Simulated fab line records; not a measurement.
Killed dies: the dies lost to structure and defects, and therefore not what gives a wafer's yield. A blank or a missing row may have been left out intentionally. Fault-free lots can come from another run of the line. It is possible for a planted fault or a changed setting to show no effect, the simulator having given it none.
fab line records	flow n5-finfet
record: lots: 15	wafers: 45	last-day: 17
route steps=1938 shown BEOL_M2@866
lots with no fault: from the same line, run without faults
start-h: hours from the record's opening day to when the first of the lot's shown wafers began	wait-h: how many hours have passed since the lot's step before this one	" unchanged from the row above	L1.1+2: one row covering several wafers at once	- no value, or no start given	* or withheld: withheld	< > ~ a bound
route shown NAME@n: NAME is a module with steps in the file, n the number in the route of the first one	usual: mean/standard deviation of fault-free wafers	same: alike in all rows	chamber/n: place in a boat	sites: each site's reading	_std_site: standard deviation across them	_edge_site: mean of outer sites minus mean of inner sites	radius-mm: how far each site lies from the wafer's centre	mask NAME#n: copy n	behind: the most recent tool/chamber to have shaped the wafer	hold: why the lot went on hold/how many hours it stayed there/how the hold came to an end	device: the transistor (n, p or np) that didn't switch	end of line: tests of these same wafers at the route's end	a step without rows: its recipe alone	killed: not the wafer's yield, but the dies lost to structure and defects at the first sort	map: a wafer's dies, x killed, . not, _ none there
set.NAME: the setting that was run; set.NAME@STEP: the one run at that earlier step	model.NAME: the simulator's own value behind a step, which no gauge read
one table for each step of the route and one row for each wafer, over a sample of lots
services: a tool's chamber out of use, with start hour (start-h, from the record's first day; less than 0 if before it), hours out, and reason
== steps ==
step: N5_BEOL_M2_CD_MEAS_18
recipe: pitch-nm: 36	target-cd-nm: 18
usual: cd-nm: 18.1/0.32
lot.wafer	tool	chamber	start-h	wait-h	cd-nm
L181.2	cd-sem-03	-	137.12	0.1	17.8
L181.3	"	-	"	"	17.7
L181.6	"	-	"	"	17.7
L182.3	cd-sem-03	-	150.15	0.1	18.3
L182.4	"	-	"	"	18.8
L182.6	"	-	"	"	18.3
L183.1	cd-sem-02	-	158.22	0.0	17.7
L183.3	"	-	"	"	18.4
L183.5	"	-	"	"	17.9
L185.1	cd-sem-01	-	168.44	0.0	18.4
L185.4	"	-	"	"	18.3
L185.6	"	-	"	"	18.9
L186.4	cd-sem-03	-	180.51	0.1	17.8
L186.5	"	-	"	"	18.2
L186.6	"	-	"	"	18.1
L187.2	cd-sem-02	-	184.10	0.1	18.0
L187.3	"	-	"	"	17.8
L187.6	"	-	"	"	17.9
L188.1	cd-sem-01	-	188.07	0.0	18.3
L188.2	"	-	"	"	18.1
L188.4	"	-	"	"	18.3
L194.3	cd-sem-02	-	218.00	0.1	17.5
L194.5	"	-	"	"	17.7
L194.6	"	-	"	"	18.2
L196.2	cd-sem-01	-	235.95	0.1	17.3
L196.5	"	-	"	"	17.6
L196.6	"	-	"	"	18.4
L195.2	cd-sem-01	-	238.47	0.1	18.4
L195.5	"	-	"	"	18.0
L195.6	"	-	"	"	18.3
L197.1	cd-sem-01	-	241.66	0.0	18.0
L197.4	"	-	"	"	17.5
L197.6	"	-	"	"	18.1
L198.3	cd-sem-01	-	260.99	0.1	18.2
L198.4	"	-	"	"	18.8
L198.6	"	-	"	"	18.4
L200.1	cd-sem-03	-	263.47	0.1	18.0
L200.2	"	-	"	"	18.9
L200.4	"	-	"	"	18.5
L201.2	cd-sem-02	-	268.66	0.1	17.7
L201.4	"	-	"	"	18.3
L201.5	"	-	"	"	18.2
L202.1	cd-sem-02	-	270.31	0.0	18.1
L202.2	"	-	"	"	18.3
L202.5	"	-	"	"	18.2
step: N5_BEOL_M2_EXPOSE_25
recipe: mask-id: V1	na: 0.33	source-shape: quasar	sigma-inner: 0.2	sigma-outer: 0.8	polarization: unpolarized	defocus-nm: 5	dose-mj: 63
usual: dipole-opening-deg: 30/0	exposure-dose-mJ-cm2: 62.99/0.069
lot.wafer	tool	chamber	start-h	wait-h	mask	dipole-opening-deg	exposure-dose-mJ-cm2
L181.2	euv-scanner-02	0	137.42	-	V1#0	30	63.05
L181.3	"	0	"	"	V1#0	30	63.00
L181.6	"	0	"	"	V1#0	30	63.05
L182.3	euv-scanner-01	0	150.47	-	V1#0	30	63.00
L182.4	"	0	"	"	V1#0	30	63.03
L182.6	"	0	"	"	V1#0	30	62.99
L183.1	euv-scanner-02	0	158.54	-	V1#0	30	63.07
L183.3	"	0	"	"	V1#0	30	63.07
L183.5	"	0	"	"	V1#0	30	63.01
L185.1	euv-scanner-02	0	168.61	-	V1#0	30	62.97
L185.4	"	0	"	"	V1#0	30	63.04
L185.6	"	0	"	"	V1#0	30	62.98
L186.4	euv-scanner-01	-	180.83	-	V1#0	-	-
L186.5	"	-	"	"	V1#0	-	-
L186.6	"	-	"	"	V1#0	-	-
L187.2	euv-scanner-02	-	184.41	-	V1#0	-	-
L187.3	"	-	"	"	V1#0	-	-
L187.6	"	-	"	"	V1#0	-	-
L188.1	euv-scanner-01	-	188.37	-	V1#0	-	-
L188.2	"	-	"	"	V1#0	-	-
L188.4	"	-	"	"	V1#0	-	-
L194.3	euv-scanner-02	0	218.31	-	V1#0	30	63.05
L194.5	"	0	"	"	V1#0	30	62.99
L194.6	"	0	"	"	V1#0	30	63.10
L196.2	euv-scanner-01	0	236.15	-	V1#0	30	62.93
L196.5	"	0	"	"	V1#0	30	62.96
L196.6	"	0	"	"	V1#0	30	62.93
L195.2	euv-scanner-02	0	238.78	-	V1#0	30	63.17
L195.5	"	0	"	"	V1#0	30	63.12
L195.6	"	0	"	"	V1#0	30	63.09
L197.1	euv-scanner-02	0	241.84	-	V1#0	30	63.07
L197.4	"	0	"	"	V1#0	30	63.05
L197.6	"	0	"	"	V1#0	30	63.02
L198.3	euv-scanner-02	0	261.18	-	V1#0	30	62.95
L198.4	"	0	"	"	V1#0	30	62.97
L198.6	"	0	"	"	V1#0	30	63.01
L200.1	euv-scanner-02	0	263.64	-	V1#0	30	62.92
L200.2	"	0	"	"	V1#0	30	62.88
L200.4	"	0	"	"	V1#0	30	62.97
L201.2	euv-scanner-02	0	268.97	-	V1#0	30	63.04
L201.4	"	0	"	"	V1#0	30	63.11
L201.5	"	0	"	"	V1#0	30	63.20
L202.1	euv-scanner-01	0	270.60	-	V1#0	30	62.94
L202.2	"	0	"	"	V1#0	30	62.89
L202.5	"	0	"	"	V1#0	30	62.97
step: N5_BEOL_M2_OVL_MEAS_29
recipe: points-per-wafer: 522
usual: V1_OVL: -0.1/0.63
same: points-per-wafer: 522
lot.wafer	tool	chamber	start-h	wait-h	V1_OVL[nm]
L181.2	overlay-02	0	137.60	0.0	0.5
L181.3	"	0	"	"	-0.6
L181.6	"	0	"	"	-0.5
L182.3	overlay-02	0	150.64	0.0	-1.1
L182.4	"	0	"	"	-1.1
L182.6	"	0	"	"	-0.5
L183.1	overlay-02	0	158.72	0.0	0.1
L183.3	"	0	"	"	-0.2
L183.5	"	0	"	"	0.3
L185.1	overlay-02	0	168.79	0.0	0.5
L185.4	"	0	"	"	0.8
L185.6	"	0	"	"	0.5
L186.4	overlay-01	0	181.00	0.0	-
L186.5	"	0	"	"	-
L186.6	"	0	"	"	-
L187.2	overlay-02	0	184.58	0.0	-
L187.3	"	0	"	"	-
L187.6	"	0	"	"	-
L188.1	overlay-02	0	188.55	0.0	-
L188.2	"	0	"	"	-
L188.4	"	0	"	"	-
L194.3	overlay-01	0	218.48	0.0	0.1
L194.5	"	0	"	"	0.1
L194.6	"	0	"	"	-1.1
L196.2	overlay-01	0	236.32	0.0	0.1
L196.5	"	0	"	"	0.1
L196.6	"	0	"	"	0.1
L195.2	overlay-01	0	238.95	0.0	-0.9
L195.5	"	0	"	"	-0.4
L195.6	"	0	"	"	0.0
L197.1	overlay-02	0	242.01	0.0	-0.1
L197.4	"	0	"	"	0.4
L197.6	"	0	"	"	-0.5
L198.3	overlay-01	0	261.35	0.0	0.1
L198.4	"	0	"	"	-0.3
L198.6	"	0	"	"	0.4
L200.1	overlay-01	0	263.82	0.0	-0.4
L200.2	"	0	"	"	-1.8
L200.4	"	0	"	"	-0.9
L201.2	overlay-02	0	269.14	0.0	-0.7
L201.4	"	0	"	"	0.2
L201.5	"	0	"	"	-0.4
L202.1	overlay-02	0	270.78	0.0	-0.2
L202.2	"	0	"	"	-0.7
L202.5	"	0	"	"	0.5
step: N5_BEOL_M2_ETCH_69
recipe: chemistry: CF4	target: SiARC	target-depth-a: 156	mask-material: CAR-EUV	time-s: 26	ion-energy-ev: 80	pressure-mtorr: 40	source-w: 545	bias-w: 36	Ar_flow_sccm: 100	cf4-flow-sccm: 100	ends: cleared
usual: cf4-flow-sccm: 100.0/0.31	drypump-motor-current-A: 5.6/0.49	etch-rf-on-time-s: 25.8/0.44	oes-product-au: 0.69/0.073	rf-vpp-V: 184.2/0.97	showerhead-plenum-p-Torr: 2.15/0.051	throttle-valve-pct: 15.52/0.22
lot.wafer	tool	chamber	start-h	wait-h	cf4-flow-sccm	drypump-motor-current-A	etch-rf-on-time-s	oes-product-au	rf-hours-counter-h	rf-vpp-V	showerhead-plenum-p-Torr	throttle-valve-pct
L181.2	rie-diel-02	0	137.73	0.0	100.2	5.0	26.9	0.57	241	183.6	2.03	15.93
L181.3	"	2	"	"	100.1	4.9	25.7	0.69	90	185.1	2.16	15.72
L181.6	"	2	"	"	99.9	5.0	25.8	0.69	-	185.2	2.16	15.70
L182.3	rie-diel-02	0	151.14	0.0	100.2	5.0	26.6	0.56	246	182.6	2.03	15.91
L182.4	"	2	"	"	100.3	4.9	25.6	0.68	94	184.5	2.16	15.73
L182.6	"	0	"	"	99.7	5.0	26.4	0.56	-	183.1	2.03	15.92
L183.1	rie-diel-04	0	158.96	0.0	100.6	6.2	25.6	0.72	48	185.2	2.18	15.13
L183.3	"	1	"	"	99.3	5.5	25.8	0.62	192	183.3	2.12	15.70
L183.5	"	1	"	"	99.6	5.5	25.8	0.62	-	184.5	2.12	15.69
L185.1	rie-diel-02	3	168.93	0.0	99.8	5.9	25.9	0.76	39	185.7	2.26	15.34
L185.4	"	1	"	"	99.4	6.7	25.9	0.79	-	183.4	2.09	15.35
L185.6	"	3	"	"	99.9	5.9	25.8	0.76	-	186.9	2.26	15.32
L186.4	rie-diel-04	2	181.12	0.0	100.0	5.1	25.3	0.33	44	185.3	2.18	15.29
L186.5	"	0	"	"	100.3	6.3	26.1	0.32	-	184.3	2.18	15.13
L186.6	"	1	"	"	99.9	5.5	26.3	0.26	-	185.5	2.12	15.70
L187.2	rie-diel-04	0	184.73	0.0	99.6	6.2	26.0	0.31	56	184.5	2.18	15.12
L187.3	"	2	"	"	99.7	5.2	25.0	0.34	44	184.0	2.18	15.28
L187.6	"	1	"	"	99.7	5.5	26.0	0.27	-	183.7	2.12	15.70
L188.1	rie-diel-06	2	188.69	0.0	100.1	6.1	26.3	0.32	46	184.5	2.09	15.45
L188.2	"	0	"	"	99.8	5.8	25.8	0.26	208	183.0	2.12	15.63
L188.4	"	0	"	"	100.3	5.8	26.0	0.27	-	183.9	2.12	15.63
L194.3	rie-diel-04	3	218.63	0.0	99.7	5.5	25.5	0.67	125	185.2	2.15	15.62
L194.5	"	1	"	"	100.0	5.5	25.6	0.61	-	184.0	2.11	15.73
L194.6	"	0	"	"	100.3	6.2	25.3	0.70	-	183.0	2.17	15.14
L196.2	rie-diel-04	0	238.16	0.0	100.0	6.2	25.6	0.69	77	184.6	2.17	15.18
L196.5	"	0	"	"	100.3	6.2	25.7	0.70	-	183.9	2.17	15.19
L196.6	"	3	"	"	100.0	5.5	25.9	0.66	-	183.6	2.15	15.64
L195.2	rie-diel-04	0	240.48	0.0	100.2	6.3	26.0	0.69	78	183.1	2.17	15.16
L195.5	"	2	"	"	100.2	5.1	25.2	0.75	-	184.8	2.17	15.36
L195.6	"	1	"	"	100.2	5.5	26.1	0.59	-	182.6	2.11	15.76
L197.1	rie-diel-04	3	243.56	0.0	99.9	5.5	25.7	0.66	136	183.5	2.15	15.64
L197.4	"	0	"	"	99.8	6.2	25.9	0.69	80	184.5	2.17	15.18
L197.6	"	0	"	"	100.1	6.3	25.7	0.68	-	183.8	2.17	15.17
L198.3	rie-diel-06	3	261.48	0.0	99.6	5.0	25.1	0.89	0	183.4	2.11	15.36
L198.4	"	0	"	"	99.7	5.8	25.7	0.59	240	182.6	2.11	15.70
L198.6	"	2	"	"	100.6	6.1	26.3	0.69	-	182.3	2.08	15.54
L200.1	rie-diel-04	1	263.99	0.0	99.9	5.5	26.1	0.60	233	182.1	2.10	15.79
L200.2	"	3	"	"	100.3	5.5	26.0	0.64	145	184.4	2.14	15.67
L200.4	"	0	"	"	100.0	6.2	25.7	0.68	89	185.2	2.17	15.19
L201.2	rie-diel-04	0	269.28	0.0	100.2	6.2	25.7	0.68	91	182.8	2.17	15.19
L201.4	"	1	"	"	99.5	5.5	26.4	0.59	235	183.0	2.10	15.79
L201.5	"	2	"	"	100.0	5.1	25.3	0.74	-	184.7	2.17	15.38
L202.1	rie-diel-04	0	271.09	0.0	99.2	6.2	25.6	0.69	92	184.0	2.17	15.20
L202.2	"	1	"	"	99.6	5.5	26.0	0.59	236	184.1	2.10	15.78
L202.5	"	3	"	"	99.8	5.5	25.7	0.64	-	184.9	2.14	15.66
== services ==
tool	chamber	start-h	hours	kind
euv-scanner-01	-	116.78	1.0	pm
euv-scanner-02	-	117.79	1.0	pm
euv-scanner-01	-	129.64	4.6	pm
euv-scanner-01	-	150.58	12.0	pm
rie-diel-06	-	153.59	1.2	repair
rie-diel-02	0	162.16	-	clean
rie-diel-02	0	162.16	-	consumable-replace:focus-ring
rie-diel-02	0	162.16	-	consumable-replace:showerhead
rie-diel-02	0	162.16	13.7	scheduled-down
rie-diel-02	0	162.16	13.7	vent-cycle
euv-scanner-01	-	172.93	1.0	pm
euv-scanner-02	-	173.97	1.0	pm
rie-diel-06	1	175.24	16.7	repair
rie-diel-02	3	196.56	2.4	repair
euv-scanner-02	-	212.66	4.6	pm
rie-diel-02	-	217.41	0.9	repair
rie-diel-02	-	221.67	28.1	pm
euv-scanner-02	0	227.39	-	calibration
euv-scanner-01	-	229.08	1.0	pm
euv-scanner-02	-	230.09	1.0	pm
euv-scanner-01	0	232.22	-	calibration
euv-scanner-02	-	235.97	2.3	repair
rie-diel-06	3	240.20	-	clean
euv-scanner-02	-	244.51	11.8	repair
== key ==
first-sign: step: N5_BEOL_M2_EXPOSE_25	reading: tool-record	direction: missing
effect none on later readings
met-at N5_BEOL_M2_EXPOSE_25
struck-lots L186,L187,L188
later-rows-left-out L186.4,L186.5,L186.6,L187.2,L187.3,L187.6,L188.1,L188.2,L188.4
sort-left-out L186.4,L186.5,L186.6,L187.2,L187.3,L187.6,L188.1,L188.2,L188.4
not-acting-at N5_BEOL_M2_CD_MEAS_18,N5_BEOL_M2_OVL_MEAS_29,N5_BEOL_M2_ETCH_69
onset-between 168.61 180.83
fault: kind: skipped-step-whole	tool: euv-scanner-01,euv-scanner-02	chamber: -	onset-h: 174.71	steps: N5_BEOL_M2_EXPOSE_25	scope: struck-lots-only
sort-left-out: the simulated sort isn't trusted on such a fault, so these wafers' sort isn't shown, and their yield isn't known
later-rows-left-out: the simulator's readings of these wafers behind a module that went badly wrong aren't trusted and aren't shown, but for the sort
